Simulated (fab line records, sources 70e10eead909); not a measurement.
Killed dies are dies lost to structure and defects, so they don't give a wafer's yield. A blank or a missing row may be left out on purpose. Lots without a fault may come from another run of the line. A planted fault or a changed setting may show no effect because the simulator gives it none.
Chamber matching | flow nand_harc | NHARC_A_STAIRCASE_TRIM_196 on rie_diel-09: 4 sister chambers
The step chemistry O2, time 211.2 s. 14 wafers are shown with their chamber, then 7 later ones without.

WAFERS WITH THEIR CHAMBER
wafer  | chamber | showerhead_plenum_p_Torr (Torr) | oes_product_au (a.u.) | rf_vpp_V (V)
L411.1 | 0       | 3.33                            | 0.996                 | 56.8
L411.2 | 1       | 3.60                            | 1.010                 | 57.5
L411.4 | 3       | 3.68                            | 1.017                 | 58.4
L413.1 | 1       | 3.60                            | 1.000                 | 59.0
L413.3 | 0       | 3.33                            | 0.999                 | 56.4
L413.5 | 2       | 3.54                            | 1.024                 | 58.0
L415.1 | 3       | 3.67                            | 1.005                 | 58.4
L415.2 | 0       | 3.33                            | 0.990                 | 57.7
L415.3 | 1       | 3.60                            | 1.010                 | 57.9
L412.2 | 2       | 3.54                            | 1.010                 | 57.5
L412.3 | 0       | 3.33                            | 0.981                 | 57.1
L412.4 | 3       | 3.67                            | 0.999                 | 59.1
L426.2 | 2       | 3.52                            | 1.018                 | 59.1
L426.4 | 0       | 3.31                            | 1.006                 | 57.8

SIGNATURES (means of the wafers above)
reading                  | chamber 0 | chamber 1 | chamber 2 | chamber 3 | scatter within a chamber
showerhead_plenum_p_Torr | 3.3260    | 3.6000    | 3.5333    | 3.6733    | 0.00808
oes_product_au           | 0.99440   | 1.00667   | 1.01733   | 1.00700   | 0.00831
rf_vpp_V                 | 57.160    | 58.133    | 58.200    | 58.633    | 0.655
Rule: a wafer's distance from a chamber is the root of the sum, over the readings, of the square of ((its reading less the chamber's mean) divided by the reading's scatter). The wafer belongs to the nearest chamber; if the next one is less than 2 further off, it can't be placed. The scatter: the root of (the sum of the squares of (reading less its chamber's mean) over the shown wafers, divided by (wafers less chambers)).

WAFERS WITHOUT THEIR CHAMBER
wafer  | showerhead_plenum_p_Torr (Torr) | oes_product_au (a.u.) | rf_vpp_V (V)
L426.5 | 3.58                            | 1.013                 | 59.5
L430.1 | 3.51                            | 1.024                 | 58.4
L430.2 | 3.30                            | 0.995                 | 57.0
L430.5 | 3.56                            | 1.006                 | 58.3
L432.3 | 3.64                            | 1.004                 | 57.4
L432.5 | 3.29                            | 1.015                 | 57.3
L432.6 | 3.64                            | 1.002                 | 58.3

WHICH CHAMBER EACH WENT THROUGH
wafer  | from the rows above     | in truth
L426.5 | 1                       | 1
L430.1 | 2                       | 2
L430.2 | 0                       | 0
L430.5 | can't be placed: 2 or 1 | 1
L432.3 | can't be placed: 3 or 1 | 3
L432.5 | 0                       | 0
L432.6 | can't be placed: 3 or 1 | 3
Placed correctly: 4 of 7. Can't be placed from these rows: 3 (the true chamber is among the candidates in 3). Placed wrongly: 0.
